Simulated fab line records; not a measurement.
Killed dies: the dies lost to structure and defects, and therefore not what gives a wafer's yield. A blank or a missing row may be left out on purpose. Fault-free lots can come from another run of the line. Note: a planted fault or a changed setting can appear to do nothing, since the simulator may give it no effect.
Chamber matching || flow n5 finfet || N5_BEOL_M11_ETCH_65 on rie diel-01 has 4 sister chambers
The step etches SiARC in CF4, target depth 39 nm, time 65 s. 20 wafers are shown with their chamber, then 10 later ones without.

== WAFERS PAIRED WITH THEIR CHAMBERS ==
{"wafer": "L075.1", "chamber": 1, "showerhead plenum p Torr (Torr)": 2.05, "drypump motor current A (A)": 5.7, "throttle valve pct (%)": 15.36}
{"wafer": "L075.3", "chamber": 2, "showerhead plenum p Torr (Torr)": 2.08, "drypump motor current A (A)": 4.9, "throttle valve pct (%)": 15.38}
{"wafer": "L075.6", "chamber": 1, "showerhead plenum p Torr (Torr)": 2.05, "drypump motor current A (A)": 5.7, "throttle valve pct (%)": 15.36}
{"wafer": "L080.1", "chamber": 0, "showerhead plenum p Torr (Torr)": 2.22, "drypump motor current A (A)": 5.8, "throttle valve pct (%)": 15.81}
{"wafer": "L080.4", "chamber": 2, "showerhead plenum p Torr (Torr)": 2.08, "drypump motor current A (A)": 4.9, "throttle valve pct (%)": 15.39}
{"wafer": "L080.6", "chamber": 3, "showerhead plenum p Torr (Torr)": 2.06, "drypump motor current A (A)": 4.7, "throttle valve pct (%)": 15.41}
{"wafer": "L079.2", "chamber": 3, "showerhead plenum p Torr (Torr)": 2.06, "drypump motor current A (A)": 4.7, "throttle valve pct (%)": 15.42}
{"wafer": "L079.4", "chamber": 0, "showerhead plenum p Torr (Torr)": 2.22, "drypump motor current A (A)": 5.8, "throttle valve pct (%)": 15.83}
{"wafer": "L079.5", "chamber": 3, "showerhead plenum p Torr (Torr)": 2.06, "drypump motor current A (A)": 4.7, "throttle valve pct (%)": 15.43}
{"wafer": "L083.3", "chamber": 0, "showerhead plenum p Torr (Torr)": 2.22, "drypump motor current A (A)": 5.8, "throttle valve pct (%)": 15.84}
{"wafer": "L083.4", "chamber": 1, "showerhead plenum p Torr (Torr)": 2.04, "drypump motor current A (A)": 5.7, "throttle valve pct (%)": 15.41}
{"wafer": "L083.5", "chamber": 1, "showerhead plenum p Torr (Torr)": 2.04, "drypump motor current A (A)": 5.8, "throttle valve pct (%)": 15.41}
{"wafer": "L087.1", "chamber": 1, "showerhead plenum p Torr (Torr)": 2.04, "drypump motor current A (A)": 5.8, "throttle valve pct (%)": 15.42}
{"wafer": "L087.2", "chamber": 2, "showerhead plenum p Torr (Torr)": 2.07, "drypump motor current A (A)": 5.0, "throttle valve pct (%)": 15.42}
{"wafer": "L087.3", "chamber": 3, "showerhead plenum p Torr (Torr)": 2.06, "drypump motor current A (A)": 4.7, "throttle valve pct (%)": 15.45}
{"wafer": "L087.4", "chamber": 0, "showerhead plenum p Torr (Torr)": 2.22, "drypump motor current A (A)": 5.7, "throttle valve pct (%)": 15.84}
{"wafer": "L087.5", "chamber": 1, "showerhead plenum p Torr (Torr)": 2.04, "drypump motor current A (A)": 5.8, "throttle valve pct (%)": 15.41}
{"wafer": "L087.6", "chamber": 0, "showerhead plenum p Torr (Torr)": 2.22, "drypump motor current A (A)": 5.7, "throttle valve pct (%)": 15.84}
{"wafer": "L091.1", "chamber": 1, "showerhead plenum p Torr (Torr)": 2.04, "drypump motor current A (A)": 5.8, "throttle valve pct (%)": 15.44}
{"wafer": "L091.2", "chamber": 0, "showerhead plenum p Torr (Torr)": 2.21, "drypump motor current A (A)": 5.7, "throttle valve pct (%)": 15.86}

SIGNATURES, as means of the wafers listed above
{"reading": "showerhead plenum p Torr", "chamber 0": 2.2183, "chamber 1": 2.0429, "chamber 2": 2.0767, "chamber 3": 2.0600, "scatter within a chamber": 0.00428}
{"reading": "drypump motor current A", "chamber 0": 5.750, "chamber 1": 5.757, "chamber 2": 4.933, "chamber 3": 4.700, "scatter within a chamber": 0.0493}
{"reading": "throttle valve pct", "chamber 0": 15.8367, "chamber 1": 15.4014, "chamber 2": 15.3967, "chamber 3": 15.4275, "scatter within a chamber": 0.0231}
Rule: for a wafer and a chamber, the distance is found by dividing, reading by reading, the gap between the wafer's reading and the chamber's mean by the reading's scatter, squaring, summing and taking the root. The wafer belongs to the nearest chamber; if the next one is less than 2 further off, it can't be placed. How the scatter is found: for the shown wafers, subtract from each reading the mean of its chamber, square and add these, divide the total by (wafers less chambers), then take the root.

== WAFERS WITHOUT THEIR CHAMBER ==
{"wafer": "L091.6", "showerhead plenum p Torr (Torr)": 2.07, "drypump motor current A (A)": 4.9, "throttle valve pct (%)": 15.42}
{"wafer": "L097.1", "showerhead plenum p Torr (Torr)": 2.21, "drypump motor current A (A)": 5.7, "throttle valve pct (%)": 15.88}
{"wafer": "L097.2", "showerhead plenum p Torr (Torr)": 2.05, "drypump motor current A (A)": 4.7, "throttle valve pct (%)": 15.50}
{"wafer": "L097.3", "showerhead plenum p Torr (Torr)": 2.04, "drypump motor current A (A)": 5.8, "throttle valve pct (%)": 15.45}
{"wafer": "L097.4", "showerhead plenum p Torr (Torr)": 2.07, "drypump motor current A (A)": 5.0, "throttle valve pct (%)": 15.45}
{"wafer": "L097.5", "showerhead plenum p Torr (Torr)": 2.07, "drypump motor current A (A)": 4.9, "throttle valve pct (%)": 15.43}
{"wafer": "L097.6", "showerhead plenum p Torr (Torr)": 2.05, "drypump motor current A (A)": 4.7, "throttle valve pct (%)": 15.49}
{"wafer": "L094.1", "showerhead plenum p Torr (Torr)": 2.07, "drypump motor current A (A)": 5.0, "throttle valve pct (%)": 15.45}
{"wafer": "L094.4", "showerhead plenum p Torr (Torr)": 2.05, "drypump motor current A (A)": 4.7, "throttle valve pct (%)": 15.48}
{"wafer": "L094.6", "showerhead plenum p Torr (Torr)": 2.07, "drypump motor current A (A)": 5.0, "throttle valve pct (%)": 15.46}

== WHICH CHAMBER EACH ONE RAN IN ==
{"wafer": "L091.6", "from the rows above": 2, "in truth": 2}
{"wafer": "L097.1", "from the rows above": 0, "in truth": 0}
{"wafer": "L097.2", "from the rows above": 3, "in truth": 3}
{"wafer": "L097.3", "from the rows above": 1, "in truth": 1}
{"wafer": "L097.4", "from the rows above": 2, "in truth": 2}
{"wafer": "L097.5", "from the rows above": 2, "in truth": 2}
{"wafer": "L097.6", "from the rows above": 3, "in truth": 3}
{"wafer": "L094.1", "from the rows above": 2, "in truth": 2}
{"wafer": "L094.4", "from the rows above": 3, "in truth": 3}
{"wafer": "L094.6", "from the rows above": 2, "in truth": 2}
Correctly placed: 10 of 10. Number that these rows cannot place: 0. Wrongly placed: 0.
